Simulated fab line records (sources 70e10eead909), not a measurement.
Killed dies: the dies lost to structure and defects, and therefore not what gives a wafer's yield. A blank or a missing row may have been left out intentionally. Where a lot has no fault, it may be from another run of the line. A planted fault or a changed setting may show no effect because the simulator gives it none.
fab line records -- flow nandHarc
[record] lots = 7, wafers = 21, lastDay = 25
route steps=1159 shown A_CONTACT@858 END@1159
lots that met no fault: from a run of the same line without faults
startH: the number of hours between the record's first day and the start of the first shown wafer of the lot -- waitH: hours elapsed since this lot's preceding step -- " same as the row above -- L1.1+2: a row that stands for several wafers -- - no value, or no start was given -- * or withheld: withheld -- < > ~ a bound
route shown NAME@n: a module of which the file shows steps, and the number in the route of the first -- usual: the fault-free wafers' mean and standard deviation -- same: alike in all rows -- chamber/n: place in a boat -- sites: per-site readings -- _std_site: the standard deviation of these -- _edge_site: outer sites' mean less inner sites' -- radiusMm: how far each site lies from the wafer's centre -- mask NAME#n: copy n -- behind: the last tool/chamber to shape the wafer -- hold: cause of the lot's hold/its duration in hours/its outcome -- device: the n, p or np transistor that did not switch -- end of line: tests of these same wafers at the route's end -- a step given without rows: its recipe and nothing more -- killed: at the first sort, the dies lost to defects and structure; wafer yield is something else -- map: per-die view of a wafer (x killed, . not killed, _ where there is no die)
set.NAME: the setting as run; set.NAME@STEP: as run at that earlier step -- model.NAME: the simulator's own value behind a step, which no gauge read
lots at some steps of the route; a table a step, a row a wafer
services: the hour from which a tool's chamber was out of use, counted from the record's first day as startH (under 0 if before that day), plus the number of hours and why
[[steps]]
[step NHARC_A_CONTACT_ETCH_48]
[recipe] targetDepthA = 390, overEtchFrac = 0.3, timeS = 65, ionEnergyEv = 80, cf4FlowSccm = 150, arFlowSccm = 0, rfW = 300, biasW = 100, chemistry = CF4
[step NHARC_A_CONTACT_ETCH_49]
[recipe] targetDepthA = 2600, overEtchFrac = 0.3, timeS = 475.3, ionEnergyEv = 200, n2FlowSccm = 150, h2FlowSccm = 150, arFlowSccm = 0, rfW = 400, biasW = 150, chemistry = N2/H2
[step NHARC_A_CONTACT_ETCH_50]
[recipe] targetDepthA = 847, timeS = 42.4, cf4FlowSccm = 100, chf3FlowSccm = 30, arFlowSccm = 0, rfW = 500, biasW = 200, chemistry = CF4/CHF3
[usual] biasW = 200.0/0.52, cf4FlowSccm = 100.05/0.27, drypumpMotorCurrentA = 5.8/0.41, oesProductAu = 0.947/0.02, rfVppV = 370.0/1.8, showerheadPlenumPTorr = 1.56/0.045, throttleValvePct = 16.803/0.0095
lot.wafer,tool,chamber,startH,waitH,biasW,cf4FlowSccm,drypumpMotorCurrentA,oesProductAu,rfHoursCounterH,rfVppV,showerheadPlenumPTorr,throttleValvePct
L491.4,rieDiel-13,1,-,-,199.9,99.94,5.2,0.937,36,369.0,1.53,16.803
L491.6,rieDiel-13,0,-,-,198.9,100.10,5.5,0.937,-,367.9,1.49,16.813
L491.5,rieDiel-13,1,-,-,200.5,99.78,5.2,0.938,-,370.2,1.53,16.799
L493.1,rieDiel-08,0,-,-,199.9,100.05,6.3,0.899,27,371.1,1.58,16.802
L493.3,rieDiel-08,1,-,-,200.6,100.18,6.3,0.938,27,366.2,1.48,16.790
L493.5,rieDiel-08,2,-,-,200.0,100.25,5.6,0.965,-,372.5,1.60,16.811
L502.2,rieDiel-08,1,-,-,200.6,100.21,6.3,0.938,50,366.4,1.47,16.805
L502.4,rieDiel-08,3,-,-,200.2,99.76,5.8,0.930,48,370.1,1.54,16.815
L502.5,rieDiel-08,1,-,-,199.9,99.93,6.3,0.946,-,365.9,1.47,16.796
L504.1,rieDiel-11,1,-,-,200.4,99.47,6.6,0.944,15,371.9,1.58,16.805
L504.6,rieDiel-11,2,-,-,200.2,100.40,5.3,0.945,-,371.8,1.63,16.811
L504.5,rieDiel-11,3,-,-,200.5,99.93,6.0,0.942,-,369.4,1.53,16.793
L506.3,rieDiel-08,2,-,-,200.1,99.77,5.5,0.938,49,371.5,1.59,16.811
L506.1,rieDiel-08,3,-,-,199.9,100.01,5.8,0.933,57,370.9,1.53,16.803
L506.6,rieDiel-08,1,-,-,200.7,100.04,6.3,0.942,-,368.7,1.47,16.811
L513.6,rieDiel-13,1,-,-,200.1,99.90,5.2,0.961,-,370.3,1.53,16.801
L513.4,rieDiel-13,2,-,-,199.3,100.28,5.6,0.964,-,371.1,1.61,16.813
L513.5,rieDiel-13,3,-,-,199.9,100.69,5.6,0.959,-,368.5,1.52,16.805
L514.1,rieDiel-13,0,-,-,199.4,100.52,5.5,0.932,18,367.8,1.48,16.808
L514.3,rieDiel-13,3,-,-,200.8,100.42,5.6,0.938,21,368.7,1.52,16.802
L514.5,rieDiel-13,0,-,-,199.9,99.92,5.5,0.937,-,366.7,1.48,16.792
[step NHARC_A_CONTACT_ETCH_51]
[recipe] targetDepthA = 36000, overEtchFrac = 0.3, timeS = 936, ionEnergyEv = 150, o2FlowSccm = 400, cosFlowSccm = 20, arFlowSccm = 0, rfW = 500, biasW = 300, chemistry = O2/COS
[step NHARC_A_CONTACT_ETCH_111]
[recipe] sourceW = withheld, pressureMtorr = 20, biasV = withheld, timeS = 140, targetDepthA = 7000, arFlowSccm = withheld, c4f8FlowSccm = withheld, o2FlowSccm = withheld, chemistry = C4F8/O2/Ar
[usual] chamberPressureMTorr = 20.001/0.019, oesAirLineAu = 0.999/0.022
lot.wafer,tool,chamber,startH,waitH,chamberPressureMTorr,oesAirLineAu,rfHoursCounterH
L491.4,harCapEtch-02,1,371.79,-,20.001,1.020,-
L491.6,harCapEtch-02,0,371.79,-,20.032,1.004,-
L491.5,harCapEtch-02,1,371.79,-,20.006,0.976,-
L493.1,harCapEtch-01,1,383.70,-,20.001,1.005,59
L493.3,harCapEtch-01,0,383.70,-,19.998,1.004,-
L493.5,harCapEtch-01,0,383.70,-,20.003,1.006,-
L502.2,harCapEtch-03,0,443.44,-,19.968,0.986,93
L502.4,harCapEtch-03,1,443.44,-,20.003,1.006,-
L502.5,harCapEtch-03,1,443.44,-,20.015,0.999,-
L504.1,harCapEtch-01,1,444.57,-,19.992,0.987,71
L504.5,harCapEtch-01,0,444.57,-,20.014,1.007,-
L504.6,harCapEtch-01,1,444.57,-,19.983,0.978,-
L506.1,harCapEtch-02,1,458.73,-,19.995,0.971,26
L506.3,harCapEtch-02,0,458.73,-,20.004,1.038,-
L506.6,harCapEtch-02,1,458.73,-,20.008,1.012,-
L513.4,harCapEtch-01,1,498.10,-,20.018,0.973,-
L513.6,harCapEtch-01,0,498.10,-,20.043,0.996,-
L513.5,harCapEtch-01,1,498.10,-,19.993,1.014,-
L514.1,harCapEtch-03,1,526.78,-,19.979,0.964,107
L514.3,harCapEtch-03,0,526.78,-,20.016,0.998,-
L514.5,harCapEtch-03,1,526.78,-,19.985,1.000,-
[step NHARC_A_CONTACT_ETCH_112]
[recipe] sourceW = withheld, pressureMtorr = 20, biasV = 3000, timeS = 94, targetDepthA = 9220, arFlowSccm = withheld, c4f8FlowSccm = withheld, o2FlowSccm = withheld, chemistry = C4F8/O2/Ar
[step NHARC_A_CONTACT_ETCH_113]
[recipe] sourceW = withheld, pressureMtorr = 20, biasV = 3000, timeS = 94, targetDepthA = 9220, arFlowSccm = withheld, c4f8FlowSccm = withheld, o2FlowSccm = withheld, chemistry = C4F8/O2/Ar
[step NHARC_A_CONTACT_ETCH_114]
[recipe] sourceW = withheld, pressureMtorr = 20, biasV = 3000, timeS = 94, targetDepthA = 9220, arFlowSccm = withheld, c4f8FlowSccm = withheld, o2FlowSccm = withheld, chemistry = C4F8/O2/Ar
[step NHARC_A_CONTACT_ETCH_115]
[recipe] sourceW = withheld, pressureMtorr = 20, biasV = 3000, timeS = 94, targetDepthA = 9220, arFlowSccm = withheld, c4f8FlowSccm = withheld, o2FlowSccm = withheld, chemistry = C4F8/O2/Ar
[usual] chamberPressureMTorr = 20.001/0.016, oesAirLineAu = 0.998/0.019
lot.wafer,tool,chamber,startH,waitH,chamberPressureMTorr,oesAirLineAu,rfHoursCounterH
L491.4,harCapEtch-02,1,372.21,0.1,20.026,0.979,-
L491.6,harCapEtch-02,0,372.21,0.1,19.999,0.992,-
L491.5,harCapEtch-02,1,372.21,0.1,19.997,0.983,-
L493.1,harCapEtch-01,1,384.16,0.1,20.005,0.977,59
L493.3,harCapEtch-01,0,384.16,0.1,19.976,1.013,-
L493.5,harCapEtch-01,0,384.16,0.1,20.003,0.990,-
L502.2,harCapEtch-03,0,443.90,0.1,19.994,1.021,93
L502.4,harCapEtch-03,1,443.90,0.1,19.998,0.972,-
L502.5,harCapEtch-03,1,443.90,0.1,20.007,1.007,-
L504.1,harCapEtch-01,1,445.02,0.1,20.009,1.050,71
L504.5,harCapEtch-01,0,445.02,0.1,20.011,1.008,-
L504.6,harCapEtch-01,1,445.02,0.1,20.007,0.993,-
L506.1,harCapEtch-02,1,459.20,0.1,19.992,0.971,26
L506.3,harCapEtch-02,0,459.20,0.1,19.994,0.983,-
L506.6,harCapEtch-02,1,459.20,0.1,19.992,0.990,-
L513.4,harCapEtch-01,1,498.52,0.1,19.975,0.973,-
L513.6,harCapEtch-01,0,498.52,0.1,20.007,1.020,-
L513.5,harCapEtch-01,1,498.52,0.1,19.983,0.988,-
L514.1,harCapEtch-03,1,527.23,0.1,20.014,0.992,107
L514.3,harCapEtch-03,0,527.23,0.1,19.988,0.987,-
L514.5,harCapEtch-03,1,527.23,0.1,20.000,1.000,-
[step NHARC_A_CONTACT_ETCH_116]
[recipe] sourceW = withheld, pressureMtorr = 20, biasV = 3000, timeS = 94, targetDepthA = 9220, arFlowSccm = withheld, c4f8FlowSccm = withheld, o2FlowSccm = withheld, chemistry = C4F8/O2/Ar
[step NHARC_A_CONTACT_ETCH_117]
[recipe] sourceW = withheld, pressureMtorr = 20, biasV = 3000, timeS = 94, targetDepthA = 9220, arFlowSccm = withheld, c4f8FlowSccm = withheld, o2FlowSccm = withheld, chemistry = C4F8/O2/Ar
[step NHARC_A_CONTACT_ETCH_118]
[recipe] sourceW = withheld, pressureMtorr = 20, biasV = 3000, timeS = 94, targetDepthA = 9220, arFlowSccm = withheld, c4f8FlowSccm = withheld, o2FlowSccm = withheld, chemistry = C4F8/O2/Ar
[usual] chamberPressureMTorr = 20.003/0.018, oesAirLineAu = 0.999/0.019
lot.wafer,tool,chamber,startH,waitH,chamberPressureMTorr,oesAirLineAu,rfHoursCounterH
L491.4,harCapEtch-02,1,372.48,0.1,20.036,0.976,-
L491.6,harCapEtch-02,0,372.48,0.1,20.003,1.000,-
L491.5,harCapEtch-02,1,372.48,0.1,19.993,0.989,-
L493.1,harCapEtch-01,1,384.43,0.1,19.982,1.033,59
L493.3,harCapEtch-01,0,384.43,0.1,19.980,1.006,-
L493.5,harCapEtch-01,0,384.43,0.1,19.987,0.990,-
L502.2,harCapEtch-03,0,444.17,0.1,20.027,1.023,94
L502.4,harCapEtch-03,1,444.17,0.1,20.004,1.008,-
L502.5,harCapEtch-03,1,444.17,0.1,20.013,0.979,-
L504.1,harCapEtch-01,1,445.30,0.1,20.001,0.962,71
L504.5,harCapEtch-01,0,445.30,0.1,20.000,1.000,-
L504.6,harCapEtch-01,1,445.30,0.1,19.974,0.988,-
L506.1,harCapEtch-02,1,459.47,0.1,20.004,0.978,27
L506.3,harCapEtch-02,0,459.47,0.1,20.024,0.987,-
L506.6,harCapEtch-02,1,459.47,0.1,19.995,0.992,-
L513.4,harCapEtch-01,1,498.80,0.1,20.002,1.006,-
L513.6,harCapEtch-01,0,498.80,0.1,20.006,0.985,-
L513.5,harCapEtch-01,1,498.80,0.1,19.997,0.953,-
L514.1,harCapEtch-03,1,527.50,0.1,19.994,0.987,108
L514.3,harCapEtch-03,0,527.50,0.1,20.017,0.993,-
L514.5,harCapEtch-03,1,527.50,0.1,19.992,1.008,-
[step NHARC_A_CONTACT_ETCH_119]
[recipe] sourceW = withheld, pressureMtorr = 20, biasV = 3000, timeS = 94, targetDepthA = 9220, arFlowSccm = withheld, c4f8FlowSccm = withheld, o2FlowSccm = withheld, chemistry = C4F8/O2/Ar
[usual] chamberPressureMTorr = 20.001/0.018, oesAirLineAu = 1.000/0.021
lot.wafer,tool,chamber,startH,waitH,chamberPressureMTorr,oesAirLineAu,rfHoursCounterH
L491.4,harCapEtch-02,1,372.57,0.1,19.990,0.995,-
L491.6,harCapEtch-02,0,372.57,0.1,20.001,0.970,-
L491.5,harCapEtch-02,1,372.57,0.1,19.985,0.970,-
L493.1,harCapEtch-01,1,384.52,0.1,20.001,0.971,59
L493.3,harCapEtch-01,0,384.52,0.1,19.992,0.995,-
L493.5,harCapEtch-01,0,384.52,0.1,19.979,1.001,-
L502.2,harCapEtch-03,0,444.26,0.1,-,-,-
L502.4,harCapEtch-03,1,444.26,0.1,-,-,-
L502.5,harCapEtch-03,1,444.26,0.1,-,-,-
L504.1,harCapEtch-01,1,445.39,0.1,-,-,-
L504.5,harCapEtch-01,0,445.39,0.1,-,-,-
L504.6,harCapEtch-01,1,445.39,0.1,-,-,-
L506.1,harCapEtch-02,1,459.56,0.1,-,-,-
L506.3,harCapEtch-02,0,459.56,0.1,-,-,-
L506.6,harCapEtch-02,1,459.56,0.1,-,-,-
L513.4,harCapEtch-01,1,498.89,0.1,20.006,1.024,-
L513.6,harCapEtch-01,0,498.89,0.1,20.011,0.963,-
L513.5,harCapEtch-01,1,498.89,0.1,20.007,1.011,-
L514.1,harCapEtch-03,1,527.59,0.1,20.011,1.012,108
L514.3,harCapEtch-03,0,527.59,0.1,20.015,0.996,-
L514.5,harCapEtch-03,1,527.59,0.1,19.965,0.997,-
[step NHARC_A_CONTACT_ETCH_120]
[recipe] sourceW = withheld, pressureMtorr = 20, biasV = 3000, timeS = 94, targetDepthA = 9220, arFlowSccm = withheld, c4f8FlowSccm = withheld, o2FlowSccm = withheld, chemistry = C4F8/O2/Ar
[usual] chamberPressureMTorr = 20.001/0.017, oesAirLineAu = 1.000/0.022
lot.wafer,tool,chamber,startH,waitH,chamberPressureMTorr,oesAirLineAu,rfHoursCounterH
L491.4,harCapEtch-02,1,372.67,0.1,20.010,1.029,-
L491.6,harCapEtch-02,0,372.67,0.1,20.002,1.015,-
L491.5,harCapEtch-02,1,372.67,0.1,19.998,1.034,-
L493.1,harCapEtch-01,1,384.61,0.1,19.966,0.984,59
L493.3,harCapEtch-01,0,384.61,0.1,19.972,1.013,-
L493.5,harCapEtch-01,0,384.61,0.1,20.057,1.007,-
L502.2,harCapEtch-03,0,444.35,0.1,20.032,0.972,94
L502.4,harCapEtch-03,1,444.35,0.1,20.004,1.011,-
L502.5,harCapEtch-03,1,444.35,0.1,20.016,1.030,-
L504.1,harCapEtch-01,1,445.48,0.1,19.998,1.031,72
L504.5,harCapEtch-01,0,445.48,0.1,19.991,1.000,-
L504.6,harCapEtch-01,1,445.48,0.1,19.988,0.975,-
L506.1,harCapEtch-02,1,459.65,0.1,19.998,1.055,27
L506.3,harCapEtch-02,0,459.65,0.1,19.995,0.975,-
L506.6,harCapEtch-02,1,459.65,0.1,19.999,1.004,-
L513.4,harCapEtch-01,1,498.98,0.1,20.021,1.013,-
L513.6,harCapEtch-01,0,498.98,0.1,20.011,0.969,-
L513.5,harCapEtch-01,1,498.98,0.1,19.997,0.999,-
L514.1,harCapEtch-03,1,527.69,0.1,20.013,1.030,108
L514.3,harCapEtch-03,0,527.69,0.1,20.012,0.977,-
L514.5,harCapEtch-03,1,527.69,0.1,19.965,1.036,-
[step NHARC_END_SORT_01]
[recipe] tempC = 25
[usual] killedAtArray = 26/10, killedAtOther = 0.8/1.1, killedAtPeriphery = 3.3/2.6, killedDies = 30/11, killedOpen = 3.4/1.8, killedShort = 2.0/1.3
[same] grossDies = 677
lot.wafer,tool,chamber,startH,waitH,killedAtArray,killedAtOther,killedAtPeriphery,killedDies,killedOpen,killedShort
L504.1,prober-02,0,514.69,2.5,674,0,3,677,4,1
L504.5,prober-02,0,517.85,3.7,676,0,1,677,1,4
L504.6,prober-02,0,518.65,4.0,672,0,5,677,2,2
L502.2,prober-01,0,515.43,2.8,676,0,1,677,3,0
L502.4,prober-01,0,517.03,3.4,673,1,3,677,2,3
L502.5,prober-01,0,517.83,3.7,671,0,6,677,4,5
L506.1,prober-01,0,529.06,2.5,672,1,4,677,5,1
L506.3,prober-01,0,530.68,3.1,674,0,3,677,3,2
L506.6,prober-01,0,533.10,4.0,670,2,5,677,2,1
// killed by level:class
L504.1 A_CONTACT:areaEtch=659 A_CHANNEL_HOLE_D1:chamberFilmFlake=5 A_ZERO_WELL:chamberFilmFlake=3 A_STAIRCASE:chamberFilmFlake=2 P_STI:geometricParticle:open=1 P_GATE:geometricParticle:open=1 A_ONON_D1:geometricParticle:short=1 A_ONON_D1:geometricParticle:open=1
L502.2 A_CONTACT:areaEtch=627 A_SLIT:chamberFilmFlake=19 A_CHANNEL_HOLE_D1:chamberFilmFlake=17 A_CONTACT:chamberFilmFlake=8 A_STAIRCASE:chamberFilmFlake=2 A_CONTACT:geometricParticle:open=1 A_BLC:geometricParticle:open=1 A_M1:geometricParticle:open=1
L502.4 A_CONTACT:areaEtch=644 A_SLIT:chamberFilmFlake=12 A_CHANNEL_HOLE_D1:chamberFilmFlake=7 A_STAIRCASE:chamberFilmFlake=4 A_CONTACT:chamberFilmFlake=3 P_CONTACT:geometricParticle:short=1 P_M1:geometricParticle:short=1 A_CONTACT:geometricParticle:open=1
L502.5 A_CONTACT:areaEtch=629 A_SLIT:chamberFilmFlake=17 A_CHANNEL_HOLE_D1:chamberFilmFlake=11 A_CONTACT:chamberFilmFlake=4 A_STAIRCASE:chamberFilmFlake=3 P_M0:geometricParticle:open=2 A_CHANNEL_FILL_D1:geometricParticle:open=2 A_WL_FILL:geometricParticle:short=2
L504.5 A_CONTACT:areaEtch=661 A_CHANNEL_HOLE_D1:chamberFilmFlake=8 P_STI:geometricParticle:short=1 A_ONON_D1:geometricParticle:short=1 A_SGD_CUT:geometricParticle:short=1 A_WL_FILL:geometricParticle:short=1 A_BLC:geometricParticle:open=1 A_CHANNEL_FILL_D1:chamberFilmFlake=1
L504.6 A_CONTACT:areaEtch=664 A_STAIRCASE:chamberFilmFlake=4 P_STI:chamberFilmFlake=3 P_CONTACT:geometricParticle:short=1 P_M1:geometricParticle:open=1 A_CHANNEL_FILL_D1:geometricParticle:short=1 A_BLC:geometricParticle:open=1 A_CHANNEL_HOLE_D1:chamberFilmFlake=1
L506.1 A_CONTACT:areaEtch=644 A_SLIT:chamberFilmFlake=11 A_CHANNEL_HOLE_D1:chamberFilmFlake=6 P_M1:chamberFilmFlake=4 A_BONDPAD:chamberFilmFlake=3 A_WL_FILL:geometricParticle:open=2 A_CONTACT:geometricParticle:open=2 A_CONTACT:chamberFilmFlake=2
L506.3 A_CONTACT:areaEtch=636 A_SLIT:chamberFilmFlake=16 A_CONTACT:chamberFilmFlake=9 A_CHANNEL_HOLE_D1:chamberFilmFlake=4 P_M1:chamberFilmFlake=3 A_CONTACT:geometricParticle:open=2 A_STAIRCASE:chamberFilmFlake=2 A_BONDPAD:chamberFilmFlake=2
L506.6 A_CONTACT:areaEtch=636 A_SLIT:chamberFilmFlake=17 A_CHANNEL_HOLE_D1:chamberFilmFlake=5 A_CONTACT:chamberFilmFlake=5 P_M1:chamberFilmFlake=4 A_BONDPAD:chamberFilmFlake=4 THIN_TSV:chamberFilmFlake=2 P_GATE:geometricParticle:short=1
// map L502.2 (x killed, . not)
____________x____________
_________xxxxxxx_________
_______xxxxxxxxxxx_______
______xxxxxxxxxxxxx______
_____xxxxxxxxxxxxxxx_____
____xxxxxxxxxxxxxxxxx____
____xxxxxxxxxxxxxxxxx____
___xxxxxxxxxxxxxxxxxxx___
___xxxxxxxxxxxxxxxxxxx___
__xxxxxxxxxxxxxxxxxxxxx__
__xxxxxxxxxxxxxxxxxxxxx__
_xxxxxxxxxxxxxxxxxxxxxxx_
_xxxxxxxxxxxxxxxxxxxxxxx_
_xxxxxxxxxxxxxxxxxxxxxxx_
_xxxxxxxxxxxxxxxxxxxxxxx_
_xxxxxxxxxxxxxxxxxxxxxxx_
xxxxxxxxxxxxxxxxxxxxxxxxx
xxxxxxxxxxxxxxxxxxxxxxxxx
xxxxxxxxxxxxxxxxxxxxxxxxx
xxxxxxxxxxxxxxxxxxxxxxxxx
xxxxxxxxxxxxxxxxxxxxxxxxx
_xxxxxxxxxxxxxxxxxxxxxxx_
_xxxxxxxxxxxxxxxxxxxxxxx_
_xxxxxxxxxxxxxxxxxxxxxxx_
_xxxxxxxxxxxxxxxxxxxxxxx_
_xxxxxxxxxxxxxxxxxxxxxxx_
__xxxxxxxxxxxxxxxxxxxxx__
__xxxxxxxxxxxxxxxxxxxxx__
___xxxxxxxxxxxxxxxxxxx___
___xxxxxxxxxxxxxxxxxxx___
____xxxxxxxxxxxxxxxxx____
____xxxxxxxxxxxxxxxxx____
_____xxxxxxxxxxxxxxx_____
______xxxxxxxxxxxxx______
_______xxxxxxxxxxx_______
_________xxxxxxx_________
____________x____________
// map L504.1 (x killed, . not)
____________x____________
_________xxxxxxx_________
_______xxxxxxxxxxx_______
______xxxxxxxxxxxxx______
_____xxxxxxxxxxxxxxx_____
____xxxxxxxxxxxxxxxxx____
____xxxxxxxxxxxxxxxxx____
___xxxxxxxxxxxxxxxxxxx___
___xxxxxxxxxxxxxxxxxxx___
__xxxxxxxxxxxxxxxxxxxxx__
__xxxxxxxxxxxxxxxxxxxxx__
_xxxxxxxxxxxxxxxxxxxxxxx_
_xxxxxxxxxxxxxxxxxxxxxxx_
_xxxxxxxxxxxxxxxxxxxxxxx_
_xxxxxxxxxxxxxxxxxxxxxxx_
_xxxxxxxxxxxxxxxxxxxxxxx_
xxxxxxxxxxxxxxxxxxxxxxxxx
xxxxxxxxxxxxxxxxxxxxxxxxx
xxxxxxxxxxxxxxxxxxxxxxxxx
xxxxxxxxxxxxxxxxxxxxxxxxx
xxxxxxxxxxxxxxxxxxxxxxxxx
_xxxxxxxxxxxxxxxxxxxxxxx_
_xxxxxxxxxxxxxxxxxxxxxxx_
_xxxxxxxxxxxxxxxxxxxxxxx_
_xxxxxxxxxxxxxxxxxxxxxxx_
_xxxxxxxxxxxxxxxxxxxxxxx_
__xxxxxxxxxxxxxxxxxxxxx__
__xxxxxxxxxxxxxxxxxxxxx__
___xxxxxxxxxxxxxxxxxxx___
___xxxxxxxxxxxxxxxxxxx___
____xxxxxxxxxxxxxxxxx____
____xxxxxxxxxxxxxxxxx____
_____xxxxxxxxxxxxxxx_____
______xxxxxxxxxxxxx______
_______xxxxxxxxxxx_______
_________xxxxxxx_________
____________x____________
[[services]]
tool,chamber,startH,hours,kind
rieDiel-11,2,352.50,3.5,repair
rieDiel-13,0,359.68,-,clean
rieDiel-13,1,359.68,-,clean
rieDiel-13,2,359.68,-,clean
rieDiel-13,3,359.68,-,clean
rieDiel-08,0,359.94,-,clean
rieDiel-08,1,359.94,-,clean
rieDiel-08,2,359.94,-,clean
rieDiel-08,3,359.94,-,clean
rieDiel-11,-,366.63,9.0,pm
rieDiel-13,0,384.18,-,clean
rieDiel-13,1,384.18,-,clean
rieDiel-13,2,384.18,-,clean
rieDiel-13,3,384.18,-,clean
rieDiel-08,0,384.44,-,clean
rieDiel-08,1,384.44,-,clean
rieDiel-11,2,386.94,17.8,repair
rieDiel-13,3,406.65,3.8,repair
rieDiel-08,1,406.89,2.9,repair
rieDiel-13,1,434.77,22.8,repair
rieDiel-11,0,437.48,8.0,repair
rieDiel-13,-,453.66,9.0,pm
rieDiel-08,-,478.84,9.0,pm
rieDiel-13,0,490.67,14.3,repair
[[key]]
[firstSign] step = NHARC_A_CONTACT_ETCH_119, reading = toolRecord, direction = missing
[effect] step = NHARC_END_SORT_01, reading = killedAtArray, direction = up, sigmas = 62, usual = 26, struck = 673
[moreKillsBornAt] NHARC_A_CONTACT_ETCH_119@harCapEtch-01 = 1984, NHARC_A_CONTACT_ETCH_119@harCapEtch-02 = 1916, NHARC_A_CONTACT_ETCH_119@harCapEtch-03 = 1900
metAt NHARC_A_CONTACT_ETCH_119
struckWafers L502.2,L502.4,L502.5,L504.1,L504.5,L504.6,L506.1,L506.3,L506.6
laterRowsLeftOut L502.2,L502.4,L502.5,L504.1,L504.5,L504.6,L506.1,L506.3,L506.6
testerLeftOut L502,L504,L506
onsetBetween 384.52 444.26
[fault] kind = skippedStepWhole, tool = harCapEtch-01,harCapEtch-02,harCapEtch-03, chamber = -, onsetH = 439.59, steps = NHARC_A_CONTACT_ETCH_119, scope = struckLotsOnly
// testerLeftOut: of these lots the tester's yield and bins aren't shown, on N5 and GAA mostly nor the transistor test; their killed dies are dies lost to structure and defects alone, not to doping, threshold or leakage, so they don't give the yield
// laterRowsLeftOut: the simulator's readings of these wafers behind a module that went badly wrong aren't trusted and aren't shown, but for the sort
